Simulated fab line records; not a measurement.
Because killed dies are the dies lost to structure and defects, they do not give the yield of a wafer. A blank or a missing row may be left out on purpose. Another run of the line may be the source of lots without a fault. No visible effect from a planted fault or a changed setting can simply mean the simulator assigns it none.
Chamber matching | flow n5Finfet | 4 sister chambers for N5_BEOL_M5_VIA_ETCH_34 on rieDiel-05
The step etches SiCOH lowk in C4F6/O2, target depth 88.3 nm, time 39.2 s. 4 wafers are shown with their chamber, then 10 later ones without.

## WAFERS WITH THEIR CHAMBER
wafer  | chamber | showerheadPlenumPTorr (Torr)
L082.1 | 1       | 2.98
L082.2 | 0       | 2.64
L084.3 | 3       | 2.93
L084.4 | 2       | 2.95

## WAFERS WITHOUT THEIR CHAMBER
wafer  | showerheadPlenumPTorr (Torr)
L084.5 | 2.64
L085.2 | 2.93
L085.3 | 2.98
L085.6 | 2.64
L090.1 | 2.64
L090.4 | 2.97
L090.6 | 2.97
L095.1 | 2.64
L095.2 | 2.92
L095.4 | 2.97

## THE CHAMBER EACH PASSED THROUGH
wafer  | from the rows above     | in truth
L084.5 | 0                       | 0
L085.2 | 3                       | 3
L085.3 | 1                       | 1
L085.6 | 0                       | 0
L090.1 | 0                       | 0
L090.4 | can't be placed: 1 or 2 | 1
L090.6 | can't be placed: 1 or 2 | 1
L095.1 | 0                       | 0
L095.2 | 3                       | 3
L095.4 | can't be placed: 1 or 2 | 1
Placed correctly: 7 of 10. These rows do not allow placing 3 (true chamber among the candidates in 3). Number placed wrongly: 0.
How it was worked out, from the rows above alone: a wafer's distance from a chamber is the root of the sum, over the readings, of the square of ((its reading less the chamber's mean) divided by the reading's scatter). If the next closest chamber is less than 2 further off than the closest, the wafer can't be placed; otherwise it belongs to the closest. A chamber's mean is the mean of its shown wafers. The scatter: root of mean squared gap, hidden wafer to nearest shown wafer, with one shown wafer a chamber.
